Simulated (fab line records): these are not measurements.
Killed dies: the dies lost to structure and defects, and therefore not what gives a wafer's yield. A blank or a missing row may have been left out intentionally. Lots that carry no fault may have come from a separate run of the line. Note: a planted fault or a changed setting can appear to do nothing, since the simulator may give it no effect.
Matching of chambers / flow n5_finfet / N5_DUMMY_REMOVAL_STRIP_10 on rie_diel-04: 4 sister chambers
The step strips in N2/H2, time 40 s. 8 wafers are shown with their chamber, then 7 later ones without.

EACH WAFER AND ITS CHAMBER
wafer=L078.5; chamber=0; showerhead_plenum_p_Torr (Torr)=3.28; oes_product_au (a.u.)=0.80
wafer=L083.3; chamber=2; showerhead_plenum_p_Torr (Torr)=3.48; oes_product_au (a.u.)=0.68
wafer=L083.5; chamber=2; showerhead_plenum_p_Torr (Torr)=3.48; oes_product_au (a.u.)=0.68
wafer=L090.3; chamber=1; showerhead_plenum_p_Torr (Torr)=3.41; oes_product_au (a.u.)=0.89
wafer=L090.4; chamber=3; showerhead_plenum_p_Torr (Torr)=3.44; oes_product_au (a.u.)=0.93
wafer=L090.5; chamber=1; showerhead_plenum_p_Torr (Torr)=3.41; oes_product_au (a.u.)=0.89
wafer=L092.1; chamber=3; showerhead_plenum_p_Torr (Torr)=3.44; oes_product_au (a.u.)=0.92
wafer=L092.2; chamber=0; showerhead_plenum_p_Torr (Torr)=3.27; oes_product_au (a.u.)=0.78

WAFERS MISSING THEIR CHAMBER
wafer=L092.3; showerhead_plenum_p_Torr (Torr)=3.47; oes_product_au (a.u.)=0.98
wafer=L093.1; showerhead_plenum_p_Torr (Torr)=3.27; oes_product_au (a.u.)=0.77
wafer=L093.2; showerhead_plenum_p_Torr (Torr)=3.47; oes_product_au (a.u.)=0.97
wafer=L093.3; showerhead_plenum_p_Torr (Torr)=3.40; oes_product_au (a.u.)=0.88
wafer=L094.2; showerhead_plenum_p_Torr (Torr)=3.40; oes_product_au (a.u.)=0.87
wafer=L094.4; showerhead_plenum_p_Torr (Torr)=3.47; oes_product_au (a.u.)=0.96
wafer=L094.5; showerhead_plenum_p_Torr (Torr)=3.27; oes_product_au (a.u.)=0.77

THE CHAMBER EACH PASSED THROUGH
wafer=L092.3; from the rows above=3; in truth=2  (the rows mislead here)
wafer=L093.1; from the rows above=0; in truth=0
wafer=L093.2; from the rows above=3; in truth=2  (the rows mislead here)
wafer=L093.3; from the rows above=1; in truth=1
wafer=L094.2; from the rows above=1; in truth=1
wafer=L094.4; from the rows above=3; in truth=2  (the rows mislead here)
wafer=L094.5; from the rows above=0; in truth=0
Correctly placed: 4 of 7. Number that these rows cannot place: 0. Wrongly placed: 3.
How it was worked out, from the rows above alone: a wafer's distance from a chamber is the root of the sum, over the readings, of the square of ((its reading less the chamber's mean) divided by the reading's scatter). If the next closest chamber is less than 2 further off than the closest, the wafer can't be placed; otherwise it belongs to the closest. Each chamber's mean is taken over the wafers shown for it. The scatter is the square root of a quotient: the sum, over the shown wafers, of each reading's squared deviation from its chamber's mean, divided by wafers minus chambers.
